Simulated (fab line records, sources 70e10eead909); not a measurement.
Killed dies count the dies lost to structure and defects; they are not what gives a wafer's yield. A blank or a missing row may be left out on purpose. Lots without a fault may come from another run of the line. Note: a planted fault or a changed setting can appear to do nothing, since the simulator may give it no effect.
fab line records / flow nandHarc
record: lots: 12 wafers: 36 lastDay: 25
route steps=1159 shown A_M1@1026 A_BONDPAD@1077 THIN_TSV@1120 END@1159
lots untouched by any fault: they come from a run of this same line in which no faults occurred
startH: hours from the record's opening day to when the first of the lot's shown wafers began / waitH: hours since the lot's step before / " as in the row above / L1.1+2: a single row standing in for several wafers / - value missing, or start not given / * or withheld: withheld / < > ~ a bound
route shown NAME@n: a module of which the file shows steps, and the number in the route of the first / usual: the fault-free wafers' mean and standard deviation / same: alike in all rows / chamber/n: place in a boat / sites: the reading at each site / _std_site: the values' standard deviation / _edge_site: the outer-site mean with the inner-site mean subtracted / radiusMm: for every site, how far away it sits from the centre of the wafer / mask NAME#n: copy n / behind: the tool/chamber that last shaped the wafer / hold: what put the lot on hold/how long, in hours/how the hold closed / device: transistor that didn't switch, given as n, p or np / end of line: the same wafers' tests at the end of the route / a step without rows: its recipe alone / killed: not the wafer's yield, but the dies lost to structure and defects at the first sort / map: a wafer's dies, x killed, . not, _ none there
set.NAME: the setting that was run; set.NAME@STEP: the one run at that earlier step / model.NAME: the simulator's own value behind a step, which no gauge read
one table for each step of the route and one row for each wafer, over a sample of lots
services: a tool's chamber out of use, with start hour (startH, from the record's first day; less than 0 if before it), hours out, and reason
== steps ==
step: NHARC_A_M1_DEP_00
recipe: targetThkA: 1825 targetThkNm: 182.5 tempC: withheld pressureTorr: 5 flowSccm: 200 rfW: 600 material: SiOC
lot.wafer=L253.2+5+6 tool=pecvd-01 chamber=2,0,1 startH=411.49 waitH=-
lot.wafer=L250.3+5+6 tool=pecvd-01 chamber=0,0,1 startH=412.03 waitH=-
lot.wafer=L251.1+4+6 tool=pecvd-01 chamber=0,1,2 startH=414.99 waitH=-
lot.wafer=L252.3+1+5 tool=pecvd-01 chamber=0,1,1 startH=431.35 waitH=-
lot.wafer=L265.2+4+5 tool=pecvd-04 chamber=1,2,0 startH=508.45 waitH=-
lot.wafer=L268.2+3+1 tool=pecvd-02 chamber=1,2,0 startH=510.78 waitH=0.4
lot.wafer=L266.2+6+4 tool=pecvd-04 chamber=0,2,0 startH=516.12 waitH=0.5
lot.wafer=L270.2+6+4 tool=pecvd-01 chamber=1,0,1 startH=518.21 waitH=-
lot.wafer=L267.2+3+6 tool=pecvd-01 chamber=1,2,1 startH=528.15 waitH=-
lot.wafer=L264.3+1+6 tool=pecvd-02 chamber=2,1,2 startH=528.37 waitH=-
lot.wafer=L269.1+6+4 tool=pecvd-01 chamber=1,0,1 startH=531.32 waitH=-
lot.wafer=L272.2+1+6 tool=pecvd-01 chamber=1,0,0 startH=536.60 waitH=-
step: NHARC_A_BONDPAD_ETCH_12
recipe: targetDepthA: 2200 timeS: 110 chf3FlowSccm: 50 o2FlowSccm: 10 arFlowSccm: 200 rfW: 500 biasW: 200 chemistry: CHF3/O2
usual: chf3FlowSccm: 50.01/0.15 drypumpMotorCurrentA: 5.6/0.52 mfcArSccm: 200.0/0.5 oesProductAu: 0.949/0.021 rfVppV: 370.3/1.8 showerheadPlenumPTorr: 2.39/0.075 throttleValvePct: 20.573/0.011
lot.wafer=L253.2 tool=rieDiel-06 chamber=3 startH=- waitH=- chf3FlowSccm=50.10 drypumpMotorCurrentA=5.4 mfcArSccm=199.1 oesProductAu=0.923 rfHoursCounterH=6 rfVppV=370.9 showerheadPlenumPTorr=2.44 throttleValvePct=20.571
lot.wafer=L253.6 tool=rieDiel-06 chamber=0 startH=- waitH=- chf3FlowSccm=49.98 drypumpMotorCurrentA=4.8 mfcArSccm=199.9 oesProductAu=0.935 rfHoursCounterH=- rfVppV=371.4 showerheadPlenumPTorr=2.41 throttleValvePct=20.559
lot.wafer=L253.5 tool=rieDiel-06 chamber=1 startH=- waitH=- chf3FlowSccm=49.85 drypumpMotorCurrentA=5.8 mfcArSccm=199.8 oesProductAu=0.926 rfHoursCounterH=- rfVppV=366.6 showerheadPlenumPTorr=2.27 throttleValvePct=20.568
lot.wafer=L250.3 tool=rieDiel-03 chamber=3 startH=- waitH=- chf3FlowSccm=50.16 drypumpMotorCurrentA=6.4 mfcArSccm=199.9 oesProductAu=0.959 rfHoursCounterH=3 rfVppV=371.6 showerheadPlenumPTorr=2.48 throttleValvePct=20.570
lot.wafer=L250.5 tool=rieDiel-03 chamber=0 startH=- waitH=- chf3FlowSccm=50.17 drypumpMotorCurrentA=5.4 mfcArSccm=200.2 oesProductAu=0.954 rfHoursCounterH=- rfVppV=367.1 showerheadPlenumPTorr=2.26 throttleValvePct=20.574
lot.wafer=L250.6 tool=rieDiel-03 chamber=3 startH=- waitH=- chf3FlowSccm=50.05 drypumpMotorCurrentA=6.4 mfcArSccm=199.7 oesProductAu=0.958 rfHoursCounterH=- rfVppV=371.2 showerheadPlenumPTorr=2.48 throttleValvePct=20.561
lot.wafer=L251.1 tool=rieDiel-04 chamber=3 startH=- waitH=- chf3FlowSccm=50.03 drypumpMotorCurrentA=6.2 mfcArSccm=199.9 oesProductAu=0.930 rfHoursCounterH=51 rfVppV=372.8 showerheadPlenumPTorr=2.40 throttleValvePct=20.572
lot.wafer=L252.1 tool=rieDiel-06 chamber=3 startH=- waitH=- chf3FlowSccm=50.17 drypumpMotorCurrentA=5.3 mfcArSccm=199.6 oesProductAu=0.978 rfHoursCounterH=0 rfVppV=371.4 showerheadPlenumPTorr=2.44 throttleValvePct=20.580
lot.wafer=L252.5 tool=rieDiel-06 chamber=0 startH=- waitH=- chf3FlowSccm=49.81 drypumpMotorCurrentA=4.8 mfcArSccm=200.0 oesProductAu=0.964 rfHoursCounterH=- rfVppV=371.6 showerheadPlenumPTorr=2.41 throttleValvePct=20.580
lot.wafer=L265.4 tool=rieDiel-06 chamber=0 startH=- waitH=- chf3FlowSccm=50.12 drypumpMotorCurrentA=4.8 mfcArSccm=200.3 oesProductAu=0.914 rfHoursCounterH=3 rfVppV=370.5 showerheadPlenumPTorr=2.41 throttleValvePct=20.568
lot.wafer=L265.2 tool=rieDiel-06 chamber=2 startH=- waitH=- chf3FlowSccm=50.12 drypumpMotorCurrentA=6.3 mfcArSccm=200.6 oesProductAu=0.931 rfHoursCounterH=3 rfVppV=369.9 showerheadPlenumPTorr=2.38 throttleValvePct=20.556
lot.wafer=L265.5 tool=rieDiel-06 chamber=0 startH=- waitH=- chf3FlowSccm=49.80 drypumpMotorCurrentA=4.8 mfcArSccm=200.8 oesProductAu=0.922 rfHoursCounterH=- rfVppV=369.7 showerheadPlenumPTorr=2.41 throttleValvePct=20.595
lot.wafer=L268.2 tool=rieDiel-06 chamber=0 startH=- waitH=- chf3FlowSccm=49.99 drypumpMotorCurrentA=4.8 mfcArSccm=200.2 oesProductAu=0.961 rfHoursCounterH=3 rfVppV=369.7 showerheadPlenumPTorr=2.41 throttleValvePct=20.576
lot.wafer=L268.1 tool=rieDiel-06 chamber=1 startH=- waitH=- chf3FlowSccm=50.00 drypumpMotorCurrentA=5.8 mfcArSccm=200.2 oesProductAu=0.973 rfHoursCounterH=3 rfVppV=368.0 showerheadPlenumPTorr=2.27 throttleValvePct=20.578
lot.wafer=L268.3 tool=rieDiel-06 chamber=2 startH=- waitH=- chf3FlowSccm=49.97 drypumpMotorCurrentA=6.3 mfcArSccm=199.4 oesProductAu=0.970 rfHoursCounterH=3 rfVppV=370.0 showerheadPlenumPTorr=2.38 throttleValvePct=20.567
lot.wafer=L266.4 tool=rieDiel-03 chamber=2 startH=- waitH=- chf3FlowSccm=50.14 drypumpMotorCurrentA=5.4 mfcArSccm=200.3 oesProductAu=0.957 rfHoursCounterH=21 rfVppV=372.9 showerheadPlenumPTorr=2.47 throttleValvePct=20.570
lot.wafer=L266.2 tool=rieDiel-03 chamber=3 startH=- waitH=- chf3FlowSccm=49.66 drypumpMotorCurrentA=6.3 mfcArSccm=200.3 oesProductAu=0.947 rfHoursCounterH=22 rfVppV=372.0 showerheadPlenumPTorr=2.47 throttleValvePct=20.570
lot.wafer=L266.6 tool=rieDiel-03 chamber=1 startH=- waitH=- chf3FlowSccm=49.89 drypumpMotorCurrentA=5.5 mfcArSccm=200.6 oesProductAu=0.949 rfHoursCounterH=- rfVppV=374.6 showerheadPlenumPTorr=2.54 throttleValvePct=20.569
lot.wafer=L270.4 tool=rieDiel-06 chamber=1 startH=- waitH=- chf3FlowSccm=49.89 drypumpMotorCurrentA=5.8 mfcArSccm=200.3 oesProductAu=0.976 rfHoursCounterH=4 rfVppV=368.3 showerheadPlenumPTorr=2.27 throttleValvePct=20.558
lot.wafer=L270.2 tool=rieDiel-06 chamber=2 startH=- waitH=- chf3FlowSccm=50.08 drypumpMotorCurrentA=6.3 mfcArSccm=200.1 oesProductAu=0.964 rfHoursCounterH=3 rfVppV=369.9 showerheadPlenumPTorr=2.38 throttleValvePct=20.557
lot.wafer=L270.6 tool=rieDiel-06 chamber=1 startH=- waitH=- chf3FlowSccm=50.17 drypumpMotorCurrentA=5.8 mfcArSccm=199.9 oesProductAu=0.968 rfHoursCounterH=- rfVppV=367.8 showerheadPlenumPTorr=2.27 throttleValvePct=20.561
lot.wafer=L267.3 tool=rieDiel-06 chamber=3 startH=- waitH=- chf3FlowSccm=50.22 drypumpMotorCurrentA=5.4 mfcArSccm=200.4 oesProductAu=0.945 rfHoursCounterH=4 rfVppV=371.7 showerheadPlenumPTorr=2.44 throttleValvePct=20.578
lot.wafer=L267.2 tool=rieDiel-06 chamber=0 startH=- waitH=- chf3FlowSccm=50.31 drypumpMotorCurrentA=4.8 mfcArSccm=200.1 oesProductAu=0.957 rfHoursCounterH=4 rfVppV=370.2 showerheadPlenumPTorr=2.41 throttleValvePct=20.557
lot.wafer=L267.6 tool=rieDiel-06 chamber=2 startH=- waitH=- chf3FlowSccm=50.07 drypumpMotorCurrentA=6.3 mfcArSccm=200.0 oesProductAu=0.966 rfHoursCounterH=- rfVppV=369.6 showerheadPlenumPTorr=2.38 throttleValvePct=20.565
lot.wafer=L264.3 tool=rieDiel-06 chamber=1 startH=- waitH=- chf3FlowSccm=49.82 drypumpMotorCurrentA=5.8 mfcArSccm=200.2 oesProductAu=0.963 rfHoursCounterH=4 rfVppV=368.4 showerheadPlenumPTorr=2.27 throttleValvePct=20.586
lot.wafer=L264.1 tool=rieDiel-06 chamber=2 startH=- waitH=- chf3FlowSccm=49.92 drypumpMotorCurrentA=6.3 mfcArSccm=200.3 oesProductAu=0.968 rfHoursCounterH=4 rfVppV=371.7 showerheadPlenumPTorr=2.38 throttleValvePct=20.546
lot.wafer=L264.6 tool=rieDiel-06 chamber=0 startH=- waitH=- chf3FlowSccm=49.79 drypumpMotorCurrentA=4.8 mfcArSccm=200.7 oesProductAu=0.955 rfHoursCounterH=- rfVppV=369.3 showerheadPlenumPTorr=2.41 throttleValvePct=20.569
lot.wafer=L269.4 tool=rieDiel-06 chamber=3 startH=- waitH=- chf3FlowSccm=49.79 drypumpMotorCurrentA=5.3 mfcArSccm=200.8 oesProductAu=0.986 rfHoursCounterH=4 rfVppV=371.9 showerheadPlenumPTorr=2.44 throttleValvePct=20.571
lot.wafer=L269.1 tool=rieDiel-06 chamber=1 startH=- waitH=- chf3FlowSccm=49.82 drypumpMotorCurrentA=5.8 mfcArSccm=199.8 oesProductAu=0.960 rfHoursCounterH=4 rfVppV=369.2 showerheadPlenumPTorr=2.27 throttleValvePct=20.552
lot.wafer=L269.6 tool=rieDiel-06 chamber=0 startH=- waitH=- chf3FlowSccm=49.85 drypumpMotorCurrentA=4.8 mfcArSccm=201.0 oesProductAu=0.958 rfHoursCounterH=- rfVppV=370.8 showerheadPlenumPTorr=2.41 throttleValvePct=20.551
lot.wafer=L272.1 tool=rieDiel-06 chamber=3 startH=- waitH=- chf3FlowSccm=49.94 drypumpMotorCurrentA=5.3 mfcArSccm=199.6 oesProductAu=0.970 rfHoursCounterH=4 rfVppV=371.7 showerheadPlenumPTorr=2.44 throttleValvePct=20.596
lot.wafer=L272.2 tool=rieDiel-06 chamber=0 startH=- waitH=- chf3FlowSccm=50.15 drypumpMotorCurrentA=4.8 mfcArSccm=199.2 oesProductAu=0.954 rfHoursCounterH=4 rfVppV=370.2 showerheadPlenumPTorr=2.41 throttleValvePct=20.578
lot.wafer=L272.6 tool=rieDiel-06 chamber=3 startH=- waitH=- chf3FlowSccm=50.20 drypumpMotorCurrentA=5.4 mfcArSccm=199.7 oesProductAu=0.972 rfHoursCounterH=- rfVppV=371.9 showerheadPlenumPTorr=2.43 throttleValvePct=20.562
step: NHARC_A_BONDPAD_PRE_CLEAN_26
recipe: timeS: 30 tempC: 280 gas: H2/He
usual: heaterPowerW: 415/61
lot.wafer=L253.2 tool=pvdSputter-02 chamber=- startH=- waitH=- heaterPowerW=520
lot.wafer=L253.6 tool=pvdSputter-02 chamber=- startH=- waitH=- heaterPowerW=380
lot.wafer=L253.5 tool=pvdSputter-02 chamber=- startH=- waitH=- heaterPowerW=508
lot.wafer=L250.3 tool=pvdSputter-01 chamber=- startH=- waitH=- heaterPowerW=491
lot.wafer=L250.5 tool=pvdSputter-01 chamber=- startH=- waitH=- heaterPowerW=491
lot.wafer=L250.6 tool=pvdSputter-01 chamber=- startH=- waitH=- heaterPowerW=436
lot.wafer=L251.1 tool=pvdSputter-01 chamber=- startH=- waitH=- heaterPowerW=374
lot.wafer=L252.1 tool=pvdSputter-03 chamber=- startH=- waitH=- heaterPowerW=402
lot.wafer=L252.5 tool=pvdSputter-03 chamber=- startH=- waitH=- heaterPowerW=354
lot.wafer=L265.2 tool=pvdSputter-02 chamber=- startH=- waitH=- heaterPowerW=506
lot.wafer=L265.4 tool=pvdSputter-02 chamber=- startH=- waitH=- heaterPowerW=381
lot.wafer=L265.5 tool=pvdSputter-02 chamber=- startH=- waitH=- heaterPowerW=442
lot.wafer=L268.3 tool=pvdSputter-02 chamber=- startH=- waitH=- heaterPowerW=517
lot.wafer=L268.2 tool=pvdSputter-02 chamber=- startH=- waitH=- heaterPowerW=430
lot.wafer=L268.1 tool=pvdSputter-02 chamber=- startH=- waitH=- heaterPowerW=384
lot.wafer=L266.4 tool=pvdSputter-03 chamber=- startH=- waitH=- heaterPowerW=371
lot.wafer=L266.2 tool=pvdSputter-03 chamber=- startH=- waitH=- heaterPowerW=468
lot.wafer=L266.6 tool=pvdSputter-03 chamber=- startH=- waitH=- heaterPowerW=482
lot.wafer=L270.4 tool=pvdSputter-02 chamber=- startH=- waitH=- heaterPowerW=517
lot.wafer=L270.2 tool=pvdSputter-02 chamber=- startH=- waitH=- heaterPowerW=428
lot.wafer=L270.6 tool=pvdSputter-02 chamber=- startH=- waitH=- heaterPowerW=521
lot.wafer=L267.3 tool=pvdSputter-01 chamber=- startH=- waitH=- heaterPowerW=472
lot.wafer=L267.2 tool=pvdSputter-01 chamber=- startH=- waitH=- heaterPowerW=409
lot.wafer=L267.6 tool=pvdSputter-01 chamber=- startH=- waitH=- heaterPowerW=464
lot.wafer=L264.3 tool=pvdSputter-02 chamber=- startH=- waitH=- heaterPowerW=385
lot.wafer=L264.1 tool=pvdSputter-02 chamber=- startH=- waitH=- heaterPowerW=379
lot.wafer=L264.6 tool=pvdSputter-02 chamber=- startH=- waitH=- heaterPowerW=383
lot.wafer=L269.4 tool=pvdSputter-01 chamber=- startH=- waitH=- heaterPowerW=308
lot.wafer=L269.1 tool=pvdSputter-01 chamber=- startH=- waitH=- heaterPowerW=482
lot.wafer=L269.6 tool=pvdSputter-01 chamber=- startH=- waitH=- heaterPowerW=345
lot.wafer=L272.2 tool=pvdSputter-01 chamber=- startH=- waitH=- heaterPowerW=477
lot.wafer=L272.1 tool=pvdSputter-01 chamber=- startH=- waitH=- heaterPowerW=349
lot.wafer=L272.6 tool=pvdSputter-01 chamber=- startH=- waitH=- heaterPowerW=466
step: NHARC_THIN_TSV_ETCH_15
recipe: targetDepthA: 30000 boschTargetOveretchCycles: 2 boschEtchStepS: 2.8 boschDepStepS: 1.2 boschCycles: 14
usual: drypumpMotorCurrentA: 5.7/0.57
lot.wafer=L253.2 tool=rieSi-06 chamber=0 startH=434.43 waitH=- drypumpMotorCurrentA=5.9 rfHoursCounterH=0.1
lot.wafer=L253.6 tool=rieSi-06 chamber=3 startH=434.43 waitH=- drypumpMotorCurrentA=5.3 rfHoursCounterH=-
lot.wafer=L253.5 tool=rieSi-06 chamber=1 startH=434.43 waitH=- drypumpMotorCurrentA=6.6 rfHoursCounterH=-
lot.wafer=L250.3 tool=rieSi-06 chamber=3 startH=438.12 waitH=- drypumpMotorCurrentA=5.3 rfHoursCounterH=0.2
lot.wafer=L250.5 tool=rieSi-06 chamber=1 startH=438.12 waitH=- drypumpMotorCurrentA=6.7 rfHoursCounterH=-
lot.wafer=L250.6 tool=rieSi-06 chamber=3 startH=438.12 waitH=- drypumpMotorCurrentA=5.3 rfHoursCounterH=-
lot.wafer=L251.1 tool=rieSi-02 chamber=0 startH=439.26 waitH=- drypumpMotorCurrentA=5.0 rfHoursCounterH=0.3
lot.wafer=L252.1 tool=rieSi-02 chamber=0 startH=455.60 waitH=- drypumpMotorCurrentA=5.0 rfHoursCounterH=0.5
lot.wafer=L252.5 tool=rieSi-02 chamber=1 startH=455.60 waitH=- drypumpMotorCurrentA=5.5 rfHoursCounterH=-
lot.wafer=L265.2 tool=rieSi-06 chamber=3 startH=530.61 waitH=- drypumpMotorCurrentA=5.3 rfHoursCounterH=0.9
lot.wafer=L265.4 tool=rieSi-06 chamber=2 startH=530.61 waitH=- drypumpMotorCurrentA=5.2 rfHoursCounterH=0.8
lot.wafer=L265.5 tool=rieSi-06 chamber=0 startH=530.61 waitH=- drypumpMotorCurrentA=5.9 rfHoursCounterH=-
lot.wafer=L268.1 tool=rieSi-01 chamber=0 startH=531.65 waitH=- drypumpMotorCurrentA=5.4 rfHoursCounterH=0.3
lot.wafer=L268.2 tool=rieSi-01 chamber=2 startH=531.65 waitH=- drypumpMotorCurrentA=6.2 rfHoursCounterH=0.4
lot.wafer=L268.3 tool=rieSi-01 chamber=3 startH=531.65 waitH=- drypumpMotorCurrentA=5.6 rfHoursCounterH=0.4
lot.wafer=L266.2 tool=rieSi-06 chamber=3 startH=540.36 waitH=- drypumpMotorCurrentA=5.3 rfHoursCounterH=1.0
lot.wafer=L266.4 tool=rieSi-06 chamber=1 startH=540.36 waitH=- drypumpMotorCurrentA=6.6 rfHoursCounterH=1.0
lot.wafer=L266.6 tool=rieSi-06 chamber=3 startH=540.36 waitH=- drypumpMotorCurrentA=5.3 rfHoursCounterH=-
lot.wafer=L270.2 tool=rieSi-06 chamber=2 startH=541.66 waitH=- drypumpMotorCurrentA=5.2 rfHoursCounterH=0.8
lot.wafer=L270.4 tool=rieSi-06 chamber=0 startH=541.66 waitH=- drypumpMotorCurrentA=5.9 rfHoursCounterH=1.0
lot.wafer=L270.6 tool=rieSi-06 chamber=1 startH=541.66 waitH=- drypumpMotorCurrentA=6.7 rfHoursCounterH=-
lot.wafer=L267.2 tool=rieSi-02 chamber=3 startH=550.45 waitH=- drypumpMotorCurrentA=5.1 rfHoursCounterH=1.8
lot.wafer=L267.3 tool=rieSi-02 chamber=0 startH=550.45 waitH=- drypumpMotorCurrentA=5.0 rfHoursCounterH=1.2
lot.wafer=L267.6 tool=rieSi-02 chamber=1 startH=550.45 waitH=- drypumpMotorCurrentA=5.5 rfHoursCounterH=-
lot.wafer=L264.3 tool=rieSi-06 chamber=1 startH=551.60 waitH=- drypumpMotorCurrentA=6.7 rfHoursCounterH=1.1
lot.wafer=L264.1 tool=rieSi-06 chamber=2 startH=551.60 waitH=- drypumpMotorCurrentA=5.2 rfHoursCounterH=0.9
lot.wafer=L264.6 tool=rieSi-06 chamber=2 startH=551.60 waitH=- drypumpMotorCurrentA=5.2 rfHoursCounterH=-
lot.wafer=L269.1 tool=rieSi-02 chamber=2 startH=552.82 waitH=- drypumpMotorCurrentA=6.6 rfHoursCounterH=1.7
lot.wafer=L269.4 tool=rieSi-02 chamber=3 startH=552.82 waitH=- drypumpMotorCurrentA=5.1 rfHoursCounterH=1.8
lot.wafer=L269.6 tool=rieSi-02 chamber=0 startH=552.82 waitH=- drypumpMotorCurrentA=5.0 rfHoursCounterH=-
lot.wafer=L272.1 tool=rieSi-01 chamber=3 startH=558.16 waitH=- drypumpMotorCurrentA=5.6 rfHoursCounterH=0.6
lot.wafer=L272.2 tool=rieSi-01 chamber=0 startH=558.16 waitH=- drypumpMotorCurrentA=5.4 rfHoursCounterH=0.6
lot.wafer=L272.6 tool=rieSi-01 chamber=2 startH=558.16 waitH=- drypumpMotorCurrentA=6.2 rfHoursCounterH=-
step: NHARC_END_SORT_01
recipe: tempC: 25
usual: defectLimitedYield: 95.7/1.5 killedAtArray: 25/9.8 killedAtOther: 0.8/1.1 killedAtPeriphery: 3.3/2.1 killedDies: 29/10 killedOpen: 3.3/1.8 killedShort: 1.9/1.4 sort_bin_2_pct: 1.3/0.6 sort_bin_3_pct: 0.25/0.23 sort_bin_4_pct: 2.8/0.97 sortNPass: 648/10 sortRimYieldPct: 95/3.2 sortYieldPct: 95.7/1.5
same: grossDies: 677 sort_bin_5_pct[%]: 0 sort_bin_6_pct[%]: 0 sort_bin_7_pct[%]: 0 sort_bin_8_pct[%]: 0 sortRimNGross: 106.00
lot.wafer=L251.1 tool=prober-02 chamber=0 startH=472.51 waitH=2.5 defectLimitedYield[%]=96.0 killedAtArray=23 killedAtOther=0 killedAtPeriphery=4 killedDies=27 killedOpen=3 killedShort=3 sort_bin_2_pct[%]=1.3 sort_bin_3_pct[%]=0.15 sort_bin_4_pct[%]=2.5 sortNPass=650 sortRimYieldPct[%]=94 sortYieldPct[%]=96.0
lot.wafer=L251.4 tool=prober-02 chamber=0 startH=474.90 waitH=3.4 defectLimitedYield[%]=0 killedAtArray=675 killedAtOther=0 killedAtPeriphery=2 killedDies=677 killedOpen=4 killedShort=1 sort_bin_2_pct[%]=97.9 sort_bin_3_pct[%]=0.30 sort_bin_4_pct[%]=1.8 sortNPass=0 sortRimYieldPct[%]=0 sortYieldPct[%]=0
lot.wafer=L251.6 tool=prober-02 chamber=0 startH=476.50 waitH=4.0 defectLimitedYield[%]=0 killedAtArray=673 killedAtOther=0 killedAtPeriphery=4 killedDies=677 killedOpen=7 killedShort=3 sort_bin_2_pct[%]=96.6 sort_bin_3_pct[%]=0 sort_bin_4_pct[%]=3.4 sortNPass=0 sortRimYieldPct[%]=0 sortYieldPct[%]=0
lot.wafer=L252.1 tool=prober-02 chamber=0 startH=480.29 waitH=2.5 defectLimitedYield[%]=97.8 killedAtArray=11 killedAtOther=0 killedAtPeriphery=4 killedDies=15 killedOpen=3 killedShort=5 sort_bin_2_pct[%]=0.6 sort_bin_3_pct[%]=0 sort_bin_4_pct[%]=1.6 sortNPass=662 sortRimYieldPct[%]=97 sortYieldPct[%]=97.8
lot.wafer=L252.3 tool=prober-02 chamber=0 startH=481.91 waitH=3.1 defectLimitedYield[%]=0 killedAtArray=675 killedAtOther=0 killedAtPeriphery=2 killedDies=677 killedOpen=2 killedShort=1 sort_bin_2_pct[%]=98.5 sort_bin_3_pct[%]=0 sort_bin_4_pct[%]=1.5 sortNPass=0 sortRimYieldPct[%]=0 sortYieldPct[%]=0
lot.wafer=L252.5 tool=prober-02 chamber=0 startH=483.53 waitH=3.7 defectLimitedYield[%]=97.6 killedAtArray=13 killedAtOther=0 killedAtPeriphery=3 killedDies=16 killedOpen=6 killedShort=1 sort_bin_2_pct[%]=0.6 sort_bin_3_pct[%]=0 sort_bin_4_pct[%]=1.8 sortNPass=661 sortRimYieldPct[%]=98 sortYieldPct[%]=97.6
killed by level:class
L251.1 A_CONTACT:chamberFilmFlake=5 A_WL_FILL:chamberFilmFlake=4 A_M1:chamberFilmFlake=4 A_CHANNEL_HOLE_D1:chamberFilmFlake=2 A_STAIRCASE:chamberFilmFlake=2 P_CONTACT:geometricParticle:open=1 P_M0:geometricParticle:short=1 A_ONON_D1:geometricParticle:open=1
L251.4 A_M1:areaDep=656 A_SLIT:chamberFilmFlake=6 A_CHANNEL_HOLE_D1:chamberFilmFlake=4 A_CONTACT:chamberFilmFlake=3 P_CONTACT:geometricParticle:open=1 A_ONON_D1:geometricParticle:open=1 A_CHANNEL_FILL_D1:geometricParticle:short=1 A_CONTACT:geometricParticle:open=1
L251.6 A_M1:areaDep=647 A_SLIT:chamberFilmFlake=7 A_STAIRCASE:chamberFilmFlake=4 P_M0:chamberFilmFlake=3 A_ONON_D1:geometricParticle:open=2 A_M0:geometricParticle:open=2 A_M1:chamberFilmFlake=2 A_ONON_D1:geometricParticle:short=1
L252.1 A_CHANNEL_HOLE_D1:chamberFilmFlake=4 P_ZERO_WELL:chamberFilmFlake=2 P_GATE:geometricParticle:short=1 P_CONTACT:geometricParticle:open=1 A_ONON_D1:geometricParticle:short=1 A_ONON_D1:geometricParticle:open=1 A_CHANNEL_FILL_D1:geometricParticle:short=1 A_WL_FILL:geometricParticle:short=1
L252.3 A_M1:areaDep=663 A_CHANNEL_HOLE_D1:chamberFilmFlake=3 A_CONTACT:chamberFilmFlake=3 A_STAIRCASE:chamberFilmFlake=2 P_CONTACT:geometricParticle:open=1 A_ONON_D1:geometricParticle:open=1 A_M0:geometricParticle:short=1 P_ZERO_WELL:chamberFilmFlake=1
L252.5 A_CONTACT:geometricParticle:open=2 P_ZERO_WELL:chamberFilmFlake=2 A_CHANNEL_HOLE_D1:chamberFilmFlake=2 A_STAIRCASE:chamberFilmFlake=2 P_CONTACT:geometricParticle:open=1 A_ONON_D1:geometricParticle:short=1 A_SGD_CUT:geometricParticle:open=1 A_WL_FILL:geometricParticle:open=1
== services ==
tool=rieSi-02 chamber=- startH=388.00 hours=9.0 kind=pm
tool=pvdSputter-02 chamber=- startH=392.06 hours=10.0 kind=pm
tool=rieSi-06 chamber=1 startH=404.98 hours=5.9 kind=repair
tool=rieDiel-03 chamber=1 startH=413.39 hours=7.9 kind=repair
tool=pecvd-01 chamber=- startH=418.14 hours=13.0 kind=pm
tool=rieDiel-06 chamber=- startH=418.20 hours=9.0 kind=pm
tool=rieSi-06 chamber=- startH=420.16 hours=9.0 kind=pm
tool=pvdSputter-01 chamber=- startH=423.68 hours=14.6 kind=repair
tool=rieSi-06 chamber=2 startH=431.82 hours=11.7 kind=repair
tool=pecvd-01 chamber=1 startH=440.65 hours=8.3 kind=repair
tool=rieSi-02 chamber=3 startH=447.82 hours=6.6 kind=repair
tool=pvdSputter-01 chamber=- startH=452.56 hours=1.1 kind=repair
tool=pvdSputter-03 chamber=- startH=456.19 hours=2.4 kind=repair
tool=rieDiel-04 chamber=- startH=466.06 hours=9.0 kind=pm
tool=rieSi-01 chamber=2 startH=471.53 hours=9.2 kind=repair
tool=rieSi-01 chamber=- startH=481.00 hours=9.0 kind=pm
tool=pvdSputter-03 chamber=- startH=487.68 hours=5.5 kind=repair
tool=pecvd-01 chamber=0 startH=508.29 hours=8.7 kind=repair
tool=rieSi-01 chamber=2 startH=509.99 hours=3.0 kind=repair
tool=pecvd-02 chamber=- startH=515.37 hours=13.0 kind=pm
tool=pvdSputter-01 chamber=- startH=518.03 hours=10.0 kind=pm
tool=rieSi-02 chamber=1 startH=531.17 hours=8.3 kind=repair
tool=rieSi-02 chamber=0 startH=541.83 hours=3.7 kind=repair
tool=pecvd-04 chamber=- startH=558.09 hours=13.0 kind=pm
== key ==
firstSign: step: NHARC_END_SORT_01 reading: sort_bin_2_pct direction: up sigmas: 99+ usual: 1.3 struck: 97.7
effect: step: NHARC_END_SORT_01 reading: killedAtArray direction: up sigmas: 66 usual: 25 struck: 674
moreKillsBornAt: NHARC_A_M1_DEP_00@pecvd-01: 1966
metAt NHARC_A_M1_DEP_00
struckLots L251,L252
struckWafers L251.4,L251.6,L252.3
laterRowsLeftOut L251.4,L251.6,L252.3
notActingAt NHARC_A_BONDPAD_ETCH_12,NHARC_A_BONDPAD_PRE_CLEAN_26,NHARC_THIN_TSV_ETCH_15
onsetBetween 412.03 414.99
fault: kind: processParameterDrift tool: pecvd-01 chamber: - onsetH: 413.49 steps: NHARC_A_M1_DEP_00 channel: targetThkNm offset: 62.706 shape: step endH: 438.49 scope: struckWafersOnly actsIn: theseRecipesOnly stated: 182.5
laterRowsLeftOut: the simulator's readings of these wafers behind a module that went badly wrong aren't trusted and aren't shown, but for the sort
